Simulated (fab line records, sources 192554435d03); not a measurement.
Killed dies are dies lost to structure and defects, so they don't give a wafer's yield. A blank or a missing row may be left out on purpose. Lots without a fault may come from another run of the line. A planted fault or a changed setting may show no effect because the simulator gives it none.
fab line records | flow n5_finfet
record lots=10 wafers=30 last_day=22
route steps=1938 shown BEOL_M2@906 BEOL_M4@1111 PASSIVATION@1936
lots that met no fault: from a run of the same line without faults
start_h: hours from the record's first day to the start of the lot's first wafer shown | wait_h: hours since the lot's step before | " the same as in the row above | L1.1+2: a row that stands for several wafers | - no value, or no start given | * or withheld: withheld | < > ~ a bound
route shown NAME@n: a module of which the file shows steps, and the number in the route of the first | usual: mean/standard deviation of fault-free wafers | same: alike in all rows | chamber/n: place in a boat | sites: the reading at each site | _std_site: their standard deviation | _edge_site: outer sites' mean less inner sites' | radius_mm: how far each site lies from the wafer's centre | mask NAME#n: copy n | behind: the tool/chamber that last shaped the wafer | hold: why the lot was held/for how many hours/how that ended | device: the transistor (n, p or np) that didn't switch | end of line: the same wafers' tests at the end of the route | a step without rows: its recipe alone | killed: dies lost to structure and defects at the first sort, not the wafer's yield | map: a wafer's dies, x killed, . not, _ none there
set.NAME: the setting as run; set.NAME@STEP: as run at that earlier step | model.NAME: the simulator's own value behind a step, which no gauge read
steps of the route over a sample of lots; a table a step, a row a wafer
## steps
# step N5_BEOL_M2_SPUTTER_79
# recipe material=Cu target_thk_a=45 temp_c=-20 chamber_pressure_pa=0.07 power_w=withheld time_s=8.29
# usual throttle_valve_pct=29.6/1
# columns lot.wafer tool chamber start_h wait_h throttle_valve_pct
L923.1 pvd_sputter-01 - 171.57 0.1 29.9
L923.4 " - " " 28.2
L923.6 " - " " 29.9
L927.1 pvd_sputter-01 - 200.89 0.1 29.6
L927.2 " - " " 29.9
L927.4 " - " " 31.4
L931.1 pvd_sputter-01 - 253.96 0.1 29.9
L931.2 " - " " 31.1
L931.6 " - " " 31.3
L932.3 pvd_sputter-01 - 269.60 0.1 29.4
L932.5 " - " " 30.2
L932.6 " - " " 28.4
L933.2 pvd_sputter-01 - 281.69 0.1 29.7
L933.4 " - " " 28.4
L933.6 " - " " 29.4
L938.1 pvd_sputter-01 - 292.86 0.1 31.4
L938.2 " - " " 28.3
L938.5 " - " " 29.4
L940.1 pvd_sputter-01 - 296.06 0.1 30.0
L940.5 " - " " 30.3
L940.6 " - " " 28.5
L939.1 pvd_sputter-01 - 304.17 0.1 29.6
L939.4 " - " " 28.6
L939.5 " - " " 31.2
L942.3 pvd_sputter-01 - 317.01 0.1 31.4
L942.4 " - " " 30.1
L942.6 " - " " 31.3
L943.3 pvd_sputter-01 - 324.34 0.1 29.5
L943.4 " - " " 30.2
L943.5 " - " " 30.1
# step N5_BEOL_M2_SPUTTER_88
# recipe material=Cu target_thk_a=45 temp_c=-20 chamber_pressure_pa=0.07 power_w=withheld time_s=8.29
# usual throttle_valve_pct=29.5/1
# columns lot.wafer tool chamber start_h wait_h throttle_valve_pct
L923.1 pvd_sputter-01 - 172.23 0.1 30.1
L923.4 " - " " 28.3
L923.6 " - " " 29.9
L927.1 pvd_sputter-01 - 201.55 0.1 29.5
L927.2 " - " " 30.1
L927.4 " - " " 31.4
L931.1 pvd_sputter-01 - 254.62 0.1 30.2
L931.2 " - " " 31.1
L931.6 " - " " 31.2
L932.3 pvd_sputter-01 - 270.26 0.1 29.3
L932.5 " - " " 30.2
L932.6 " - " " 28.4
L933.2 pvd_sputter-01 - 282.35 0.1 29.6
L933.4 " - " " 28.5
L933.6 " - " " 29.4
L938.1 pvd_sputter-01 - 293.52 0.1 31.3
L938.2 " - " " 28.6
L938.5 " - " " 29.3
L940.1 pvd_sputter-01 - 296.72 0.1 30.2
L940.5 " - " " 30.1
L940.6 " - " " 28.2
L939.1 pvd_sputter-01 - 304.83 0.1 29.8
L939.4 " - " " 28.3
L939.5 " - " " 31.3
L942.3 pvd_sputter-01 - 317.67 0.1 31.3
L942.4 " - " " 30.2
L942.6 " - " " 31.7
L943.3 pvd_sputter-01 - 325.00 0.1 29.3
L943.4 " - " " 30.0
L943.5 " - " " 30.2
# step N5_BEOL_M2_ANNEAL_91
# recipe temp_c=400 time_s=240 ambient=vacuum
# usual heater_power_w=788/67 susceptor_temp_C=399.98/0.22
# columns lot.wafer tool chamber start_h wait_h heater_power_w susceptor_temp_C
L923.1 pvd_sputter-01 - 172.53 0.0 723 400.63
L923.4 " - " " 823 399.99
L923.6 " - " " 737 400.16
L927.1 pvd_sputter-01 - 201.85 0.0 826 400.09
L927.2 " - " " 734 399.60
L927.4 " - " " 707 400.05
L931.1 pvd_sputter-01 - 254.92 0.0 723 400.30
L931.2 " - " " 717 400.01
L931.6 " - " " 719 400.13
L932.3 pvd_sputter-01 - 270.56 0.0 818 399.71
L932.5 " - " " 739 399.75
L932.6 " - " " 812 399.88
L933.2 pvd_sputter-01 - 282.65 0.0 839 399.47
L933.4 " - " " 821 400.10
L933.6 " - " " 815 399.70
L938.1 pvd_sputter-01 - 293.82 0.0 718 400.11
L938.2 " - " " 809 399.88
L938.5 " - " " 809 400.04
L940.1 pvd_sputter-01 - 297.02 0.0 728 399.97
L940.5 " - " " 719 399.89
L940.6 " - " " 833 400.20
L939.1 pvd_sputter-01 - 305.13 0.0 827 400.14
L939.4 " - " " 831 399.94
L939.5 " - " " 707 399.84
L942.3 pvd_sputter-01 - 317.97 0.0 708 400.27
L942.4 " - " " 727 399.83
L942.6 " - " " 713 400.00
L943.3 pvd_sputter-01 - 325.30 0.0 823 399.98
L943.4 " - " " 722 399.78
L943.5 " - " " 720 400.12
# step N5_BEOL_M2_ANNEAL_93
# recipe temp_c=400 time_s=240 ambient=vacuum
# usual heater_power_w=791/69 susceptor_temp_C=399.97/0.23
# columns lot.wafer tool chamber start_h wait_h heater_power_w susceptor_temp_C
L923.1 pvd_sputter-01 - 172.75 0.0 728 400.45
L923.4 " - " " 840 400.16
L923.6 " - " " 713 399.94
L927.1 pvd_sputter-01 - 202.07 0.0 828 400.10
L927.2 " - " " 729 400.14
L927.4 " - " " 706 399.94
L931.1 pvd_sputter-01 - 255.14 0.0 - -
L931.2 " - " " - -
L931.6 " - " " - -
L932.3 pvd_sputter-01 - 270.78 0.0 - -
L932.5 " - " " - -
L932.6 " - " " - -
L933.2 pvd_sputter-01 - 282.87 0.0 - -
L933.4 " - " " - -
L933.6 " - " " - -
L938.1 pvd_sputter-01 - 294.04 0.0 705 400.05
L938.2 " - " " 836 399.35
L938.5 " - " " 826 399.89
L940.1 pvd_sputter-01 - 297.24 0.0 742 399.65
L940.5 " - " " 715 399.98
L940.6 " - " " 849 400.01
L939.1 pvd_sputter-01 - 305.35 0.0 831 400.10
L939.4 " - " " 798 399.77
L939.5 " - " " 708 400.01
L942.3 pvd_sputter-01 - 318.19 0.0 724 400.02
L942.4 " - " " 725 400.19
L942.6 " - " " 717 400.05
L943.3 pvd_sputter-01 - 325.52 0.0 822 399.77
L943.4 " - " " 724 400.11
L943.5 " - " " 743 400.23
# step N5_BEOL_M4_RC_MEAS_101
# usual DIBL_N=36.3/1.1 DIBL_P=36.3/1.4 IOFF_N=0.155/0.019 IOFF_P=0.211/0.027 ION_N=672/8.5 ION_P=462/5.8 SS_N=71.5/0.56 SS_P=73.3/0.52 VT_N=249.9/2.5 VT_P=-249.8/2.8
# columns lot.wafer tool chamber start_h wait_h DIBL_N[mV/V] DIBL_P[mV/V] IOFF_N[nA/um] IOFF_P[nA/um] ION_N[uA/um] ION_P[uA/um] SS_N[mV/dec] SS_P[mV/dec] VT_N[mV] VT_P[mV]
L923.1 prober-01 0 219.84 0.0 35.0 36.1 0.126 0.198 669 459 70.9 72.1 255.9 -249.1
L923.4 " 0 " " 35.6 37.4 0.148 0.235 679 473 71.3 73.1 248.9 -247.1
L923.6 " 0 " " 36.1 37.8 0.149 0.227 668 458 71.5 72.3 251.6 -248.8
L927.1 prober-02 0 289.57 0.0 36.7 37.0 0.177 0.217 689 466 71.6 74.0 250.4 -248.3
L927.2 " 0 " " 37.7 37.7 0.182 0.223 677 459 72.3 73.2 245.9 -247.1
L927.4 " 0 " " 36.1 34.9 0.156 0.183 670 456 71.0 73.2 249.7 -251.6
L931.1 prober-01 0 324.10 0.0 37.2 36.9 0.151 0.183 670 455 71.2 73.8 251.3 -253.2
L931.2 " 0 " " 38.5 38.1 0.178 0.206 664 452 72.3 73.0 250.4 -249.8
L931.6 " 0 " " 36.4 36.1 0.139 0.181 658 447 71.2 73.0 253.2 -252.0
L932.3 prober-01 0 335.78 0.3 34.7 33.6 0.137 0.184 666 458 70.4 72.8 250.3 -251.3
L932.5 " 0 " " 36.8 35.7 0.175 0.211 667 453 71.2 73.8 248.7 -250.6
L932.6 " 0 " " 35.3 34.6 0.146 0.197 665 458 70.7 73.1 248.0 -250.7
L933.2 prober-01 0 346.64 0.2 36.8 37.0 0.144 0.238 663 460 72.3 73.7 251.8 -247.6
L933.4 " 0 " " 34.9 35.0 0.116 0.204 650 455 71.6 72.6 257.1 -250.4
L933.6 " 0 " " 37.2 37.4 0.153 0.250 665 460 72.1 73.7 251.9 -248.8
L943.3 prober-02 0 364.69 0.3 37.2 36.6 0.171 0.241 678 467 72.2 73.7 251.6 -246.2
L943.4 " 0 " " 38.7 36.8 0.196 0.250 671 461 72.8 73.2 246.3 -246.9
L943.5 " 0 " " 37.2 35.6 0.161 0.223 674 464 71.9 73.3 247.5 -249.5
L938.1 prober-02 0 385.35 0.0 38.3 37.3 0.176 0.236 677 462 71.2 73.9 245.9 -248.3
L938.2 " 0 " " 37.5 35.8 0.154 0.206 680 465 71.6 73.1 252.5 -249.6
L938.5 " 0 " " 36.9 35.6 0.149 0.204 669 457 71.5 73.6 250.5 -249.6
L940.1 prober-02 0 390.06 0.0 36.5 36.4 0.150 0.210 676 466 71.5 72.9 250.0 -250.0
L940.5 " 0 " " 40.0 40.9 0.228 0.301 699 479 72.5 74.0 242.9 -244.8
L940.6 " 0 " " 37.1 37.2 0.171 0.236 677 471 71.1 73.1 246.3 -247.0
L939.1 prober-02 0 391.34 0.0 36.7 36.8 0.160 0.218 677 467 71.3 73.0 248.6 -247.3
L939.4 " 0 " " 37.0 37.5 0.168 0.219 684 468 70.9 72.6 249.9 -248.5
L939.5 " 0 " " 35.8 35.6 0.143 0.199 665 463 71.3 73.0 249.8 -250.6
L942.3 prober-01 0 401.12 0.3 35.6 35.2 0.158 0.210 682 464 72.1 73.3 248.2 -248.4
L942.4 " 0 " " 36.3 34.7 0.159 0.200 666 459 72.0 73.4 249.2 -250.9
L942.6 " 0 " " 36.0 35.2 0.158 0.205 675 458 71.3 73.0 249.8 -249.2
# step N5_PASSIVATION_PROBE_49
# usual defect_limited_yield=91.4/1.2 killed_at_M0_to_M3=34/10 killed_at_M4_up=14/5.1 killed_at_contacts=12/6.4 killed_at_front_end=38/9.3 killed_at_other=4/3 killed_dies=102/15 killed_open=67/12 killed_short=33/6.9 sort_bin_5_function=5.0/0.86 sort_bin_6_memory=3.2/0.58 sort_bin_8_speed=0.00/0.0099 sort_n_pass=1078/15 sort_yield_pct=91.4/1.2
# same gross_dies=1180 killed_at_back_side=0 sort_bin_4_leakage[%]=0
# columns lot.wafer tool chamber start_h wait_h defect_limited_yield[%] killed_at_M0_to_M3 killed_at_M4_up killed_at_contacts killed_at_front_end killed_at_other killed_dies killed_open killed_short sort_bin_5_function[%] sort_bin_6_memory[%] sort_bin_8_speed[%] sort_n_pass sort_yield_pct[%]
L939.1 prober-01 - 522.26 0.0 91.2 42 11 21 29 1 104 68 35 5.2 3.4 0 1076 91.2
L939.4 prober-01 - 522.41 0.2 91.7 34 11 13 37 3 98 59 36 4.2 3.6 0 1082 91.7
L939.5 prober-01 - 522.46 0.2 91.0 37 8 33 28 0 106 76 29 4.8 3.7 0 1074 91.0
# killed by level:class
L939.1 MOL_CONTACT_COAG:geometric_particle:open=17 BEOL_M0_SAQP:geometric_particle:open=10 STI_FIN_REVEAL:geometric_particle:open=10 BEOL_M0_SAQP:geometric_particle:short=10 BEOL_M3:geometric_particle:open=7 GATE_CUT:geometric_particle:short=5 FIN_SAQP:geometric_particle:open=4 BEOL_M5:geometric_particle:open=4
L939.4 BEOL_M2:geometric_particle:open=10 MOL_CONTACT_COAG:geometric_particle:open=9 FIN_SAQP:geometric_particle:open=6 GATE_CUT:geometric_particle:open=6 FIN_SAQP:geometric_particle:short=5 BEOL_M0_SAQP:geometric_particle:short=5 STARTING-WAFER:geometric_particle:short=5 GATE_CUT:geometric_particle:short=4
L939.5 MOL_CONTACT_COAG:geometric_particle:open=27 BEOL_M2:geometric_particle:open=14 FIN_SAQP:geometric_particle:short=7 MOL_CONTACT_COAG:geometric_particle:short=6 BEOL_M0_SAQP:geometric_particle:short=6 BEOL_M0:geometric_particle:open=5 BEOL_M3:geometric_particle:open=5 FIN_SAQP:geometric_particle:open=4
## key
first_sign step=N5_BEOL_M2_ANNEAL_93 reading=tool_record direction=missing
effect none on later readings
met_at N5_BEOL_M2_ANNEAL_93
struck_lots L931,L932,L933
not_acting_at N5_BEOL_M2_SPUTTER_79,N5_BEOL_M2_SPUTTER_88,N5_BEOL_M2_ANNEAL_91
onset_between 202.07 255.14
fault kind=skipped_step_whole tool=pvd_sputter-01 chamber=- onset_h=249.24 steps=N5_BEOL_M2_ANNEAL_93 scope=struck_lots_only
